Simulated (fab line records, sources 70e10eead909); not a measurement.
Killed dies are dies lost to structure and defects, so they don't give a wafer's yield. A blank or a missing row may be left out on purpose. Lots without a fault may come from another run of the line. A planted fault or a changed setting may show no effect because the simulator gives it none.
fab line records | flow nand_harc
record lots=14 wafers=40 last_day=33
route steps=1302 shown P_CONTACT@248 P_M0@265
lots that met no fault: from a run of the same line without faults
start_h: hours from the record's first day to the start of the lot's first wafer shown | wait_h: hours since the lot's step before | " the same as in the row above | L1.1+2: a row that stands for several wafers | - no value, or no start given | * or withheld: withheld | < > ~ a bound
route shown NAME@n: a module of which the file shows steps, and the number in the route of the first | usual: mean/standard deviation of fault-free wafers | same: alike in all rows | chamber/n: place in a boat | sites: the reading at each site | _std_site: their standard deviation | _edge_site: outer sites' mean less inner sites' | radius_mm: how far each site lies from the wafer's centre | mask NAME#n: copy n | behind: the tool/chamber that last shaped the wafer | hold: why the lot was held/for how many hours/how that ended | device: the transistor (n, p or np) that didn't switch | end of line: the same wafers' tests at the end of the route | a step without rows: its recipe alone | killed: dies lost to structure and defects at the first sort, not the wafer's yield | map: a wafer's dies, x killed, . not, _ none there
set.NAME: the setting as run; set.NAME@STEP: as run at that earlier step | model.NAME: the simulator's own value behind a step, which no gauge read
steps of the route over a sample of lots; a table a step, a row a wafer
services: from which hour (start_h, from the record's first day; less than 0 if before it) a tool's chamber was out of use, for how many hours, and why
## steps
# step NHARC_P_CONTACT_CVD_23
# recipe target_thk_a=2000 temp_c=300 pressure_torr=40 wf6_flow_sccm=40 h2_flow_sccm=1600 ar_flow_sccm=1560 time_s=557 material=W
# usual heater_power_w=441/24 susceptor_temp_C=299.99/0.21 throttle_valve_pct=8.09/0.27
# columns lot.wafer tool chamber start_h wait_h heater_power_w susceptor_temp_C throttle_valve_pct
L220.1 cvd_w-02 1 - - 454 300.00 8.10
L220.2 " 0 " " 400 300.10 8.32
L220.5 " 1 " " 444 300.30 8.36
L222.4 cvd_w-02 1 - - 455 299.87 8.25
L222.5 " 1 " " 449 299.90 8.02
L222.6 " 1 " " 449 299.91 8.11
L223.1 cvd_w-01 0 - - 469 299.82 7.79
L223.2 " 1 " " 427 300.04 8.31
L223.5 " 0 " " 470 299.73 7.83
L224.2 cvd_w-01 1 - - 455 - 8.37
L224.3 " 1 " " 432 - 8.30
L224.6 " 1 " " 441 - 8.59
L226.1 cvd_w-01 1 - - 459 - 8.30
L226.3 " 0 " " 449 - 7.76
L226.5 " 0 " " 458 - 7.54
L227.1 cvd_w-02 1 - - 453 299.78 8.38
L227.2 " 0 " " 396 300.34 7.93
L227.4 " 1 " " 447 299.69 8.19
L229.3 cvd_w-01 1 - - 463 300.29 8.02
L229.5 " 0 " " 447 299.94 7.69
L229.6 " 1 " " 469 300.52 8.35
L228.2 cvd_w-02 0 - - 393 300.11 8.13
L228.3 " 1 " " 450 299.83 8.49
L228.5 " 1 " " 453 299.90 8.26
L230.2 cvd_w-01 0 - - 459 299.71 7.96
L230.3 " 1 " " 473 300.62 8.23
L230.5 " 1 " " 463 300.45 8.41
L231.1 cvd_w-02 0 - - 391 299.75 8.01
L231.3 " 1 " " 451 299.97 8.26
L231.6 " 1 " " 448 299.78 8.38
L232.2 cvd_w-01 0 - - 455 299.98 7.66
L232.3 " 1 " " 471 299.87 8.17
L232.5 " 1 " " 475 299.91 8.62
L234.2 cvd_w-01 1 - - 467 300.05 8.37
L234.4 " 0 " " 451 300.04 7.73
L235.4 cvd_w-02 1 - - 446 299.99 8.40
L235.6 " 1 " " 438 299.89 8.18
L242.2 cvd_w-01 0 - - 457 299.54 7.67
L242.4 " 1 " " 469 299.97 8.14
L242.6 " 0 " " 455 299.64 7.73
# step NHARC_P_M0_INSPECT_11
# usual raw_defect_count=4.1/2.6
# columns lot.wafer tool chamber start_h wait_h raw_defect_count
L220.1 defect_inspect-01 - 136.46 0.0 6
L220.2 " - " " 4
L220.5 " - " " 3
L222.4 defect_inspect-02 - 151.67 0.0 4
L222.5 " - " " 5
L222.6 " - " " 2
L223.1 defect_inspect-02 - 165.66 0.0 7
L223.2 " - " " 4
L223.5 " - " " 4
L224.2 defect_inspect-02 - 172.04 0.0 3
L224.3 " - " " 2
L224.6 " - " " 10
L226.1 defect_inspect-02 - 200.22 0.0 8
L226.3 " - " " 5
L226.5 " - " " 5
L227.1 defect_inspect-01 - 200.95 0.0 5
L227.2 " - " " 2
L227.4 " - " " 5
L229.3 defect_inspect-02 - 216.98 0.0 6
L229.5 " - " " 8
L229.6 " - " " 3
L228.2 defect_inspect-01 - 217.75 0.0 3
L228.3 " - " " 1
L228.5 " - " " 1
L230.2 defect_inspect-01 - 239.17 0.0 5
L230.3 " - " " 5
L230.5 " - " " 11
L231.1 defect_inspect-02 - 245.11 0.0 1
L231.3 " - " " 1
L231.6 " - " " 5
L232.2 defect_inspect-02 - 247.61 0.0 4
L232.3 " - " " 2
L232.5 " - " " 0
L234.2 defect_inspect-01 - 265.50 0.0 4
L234.4 " - " " 3
L235.4 defect_inspect-01 - 284.33 0.0 12
L235.6 " - " " 7
L242.2 defect_inspect-01 - 350.23 0.0 5
L242.4 " - " " 3
L242.6 " - " " 5
# step NHARC_P_M0_CD_MEAS_16
# usual cd_nm=90.2/0.88
# columns lot.wafer tool chamber start_h wait_h cd_nm
L220.1 cd_sem-02 - 136.82 - 88.6
L220.2 " - " " 90.3
L220.5 " - " " 90.2
L222.4 cd_sem-01 - 152.61 - 88.4
L222.5 " - " " 88.5
L222.6 " - " " 88.4
L223.1 cd_sem-01 - 166.03 - 90.6
L223.2 " - " " 90.1
L223.5 " - " " 91.1
L224.2 cd_sem-03 - 172.40 - 89.6
L224.3 " - " " 90.4
L224.6 " - " " 90.0
L226.1 cd_sem-01 - 200.58 - 91.2
L226.3 " - " " 89.8
L226.5 " - " " 90.1
L227.1 cd_sem-03 - 201.31 - 90.2
L227.2 " - " " 90.7
L227.4 " - " " 90.8
L229.3 cd_sem-01 - 217.35 - 90.0
L229.5 " - " " 89.8
L229.6 " - " " 90.8
L228.2 cd_sem-03 - 218.12 - 91.2
L228.3 " - " " 89.4
L228.5 " - " " 90.8
L230.2 cd_sem-03 - 239.57 - 90.8
L230.3 " - " " 90.0
L230.5 " - " " 91.6
L231.1 cd_sem-02 - 245.47 - 90.5
L231.3 " - " " 91.1
L231.6 " - " " 91.7
L232.2 cd_sem-02 - 247.97 - 89.6
L232.3 " - " " 89.5
L232.5 " - " " 88.9
L234.2 cd_sem-02 - 265.91 - 91.2
L234.4 " - " " 90.5
L235.4 cd_sem-03 - 284.70 - 90.3
L235.6 " - " " 90.6
L242.2 cd_sem-02 - 350.59 - 88.8
L242.4 " - " " 90.6
L242.6 " - " " 89.5
# step NHARC_P_M0_ECD_22
# recipe target_thk_a=4000 bath_temp_c=25 material=Cu
# columns lot.wafer tool chamber start_h wait_h
L220.2+1+5 ecd_cu-02 1,0,1 137.81 -
L222.4+5+6 ecd_cu-02 0,1,0 153.74 -
L223.2+1+5 ecd_cu-02 0,1,0 167.02 -
L224.2+3+6 ecd_cu-02 0,1,1 173.38 -
L226.1+3+5 ecd_cu-02 1,0,0 201.55 -
L227.2+1+4 ecd_cu-01 1,0,0 202.46 -
L229.3+6+5 ecd_cu-01 1,0,1 218.48 -
L228.2+3+5 ecd_cu-01 1,0,1 219.11 -
L230.2+3+5 ecd_cu-01 0,0,1 240.56 -
L231.1+3+6 ecd_cu-01 1,1,0 246.45 -
L232.2+3+5 ecd_cu-01 0 249.00 -
L234.2+4 ecd_cu-01 0,1 266.99 -
L235.4+6 ecd_cu-01 0,1 285.83 -
L242.2+4+6 ecd_cu-01 0,1,1 351.63 -
# step NHARC_P_M0_CMP_23
# recipe t_overpolish_s=20 target_thk_nm=117.54
# usual motor_current_A=12.0/1 time_to_endpoint_s=29.5/2.8
# columns lot.wafer tool chamber start_h wait_h motor_current_A time_to_endpoint_s
L220.1 cmp-03 3 138.56 - 13.1 27.5
L220.2 " 0 " " 13.3 29.3
L220.5 " 2 " " 11.7 23.4
L222.4 cmp-03 0 154.32 - 11.9 30.0
L222.6 " 0 " " 12.7 32.8
L222.5 " 1 " " 12.4 32.2
L223.2 cmp-01 0 167.87 - 11.7 29.3
L223.1 " 2 " " 11.2 33.7
L223.5 " 3 " " 12.1 29.2
L224.2 cmp-03 1 174.10 - 12.9 30.4
L224.3 " 2 " " 11.1 27.1
L224.6 " 1 " " 12.1 29.5
L226.3 cmp-01 2 202.27 - 11.4 26.6
L226.1 " 3 " " 12.3 25.4
L226.5 " 2 " " 11.5 28.8
L227.1 cmp-01 2 203.19 - 10.6 29.0
L227.4 " 3 " " 12.5 27.9
L227.2 " 0 " " 11.5 27.6
L229.3 cmp-04 3 219.14 - 13.6 25.7
L229.6 " 0 " " 12.0 28.2
L229.5 " 1 " " 10.1 27.2
L228.2 cmp-03 3 219.83 - 13.7 25.7
L228.3 " 0 " " 11.9 27.7
L228.5 " 3 " " 14.1 27.2
L230.3 cmp-01 1 241.28 - 10.4 27.4
L230.2 " 2 " " 10.3 32.0
L230.5 " 2 " " 11.0 29.6
L231.3 cmp-03 1 247.17 - 12.6 33.9
L231.1 " 2 " " 10.9 27.1
L231.6 " 2 " " 11.3 27.6
L232.3 cmp-03 2 249.73 - 10.5 25.7
L232.2 " 3 " " 13.4 19.6
L232.5 " 1 " " 13.0 31.5
L234.2 cmp-04 2 267.69 - 12.8 19.5
L234.4 " 0 " " 12.0 15.9
L235.4 cmp-04 1 286.54 - 9.9 16.0
L235.6 " 2 " " 12.9 32.0
L242.2 cmp-01 0 352.33 - 12.1 31.2
L242.4 " 1 " " 10.7 29.1
L242.6 " 0 " " 11.8 28.2
## services
# columns tool chamber start_h hours kind
cmp-03 - 126.32 1.5 repair
cmp-01 - 130.18 1.8 repair
cmp-03 - 148.25 2.8 repair
cvd_w-02 0 149.03 8.9 repair
ecd_cu-01 - 152.98 14.2 repair
cmp-03 - 162.00 4.0 pm
ecd_cu-01 - 167.21 8.0 pm
cvd_w-01 - 173.92 0.7 repair
cmp-03 - 176.68 0.5 repair
cmp-03 - 182.11 1.8 repair
cvd_w-01 - 185.00 13.0 pm
cmp-01 - 185.50 4.0 pm
cmp-01 - 190.25 1.1 repair
cmp-01 - 195.74 0.4 repair
ecd_cu-01 - 227.89 5.1 repair
ecd_cu-02 - 244.38 8.0 pm
cmp-01 - 249.89 5.4 repair
cmp-03 - 260.00 4.0 pm
cvd_w-02 - 269.00 13.0 pm
cmp-03 - 269.76 1.7 repair
cmp-01 - 283.50 4.0 pm
ecd_cu-01 - 307.96 1.9 repair
cmp-01 - 309.13 5.1 repair
ecd_cu-01 - 343.21 8.0 pm
## key
first_sign step=NHARC_P_M0_CMP_23 reading=time_to_endpoint_s direction=down sigmas=4.1 usual=* struck=*
effect none on later readings
met_at NHARC_P_M0_ECD_22
struck_lots L232,L234,L235
struck_wafers L232.2,L234.2,L234.4,L235.4
not_acting_at NHARC_P_CONTACT_CVD_23,NHARC_P_M0_INSPECT_11,NHARC_P_M0_CD_MEAS_16
onset_between 246.45 249.00
fault kind=process_parameter_drift tool=ecd_cu-01 chamber=- onset_h=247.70 steps=NHARC_P_M0_ECD_22 channel=target_thk_a offset=* shape=step end_h=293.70 scope=struck_wafers_only acts_in=* stated=*
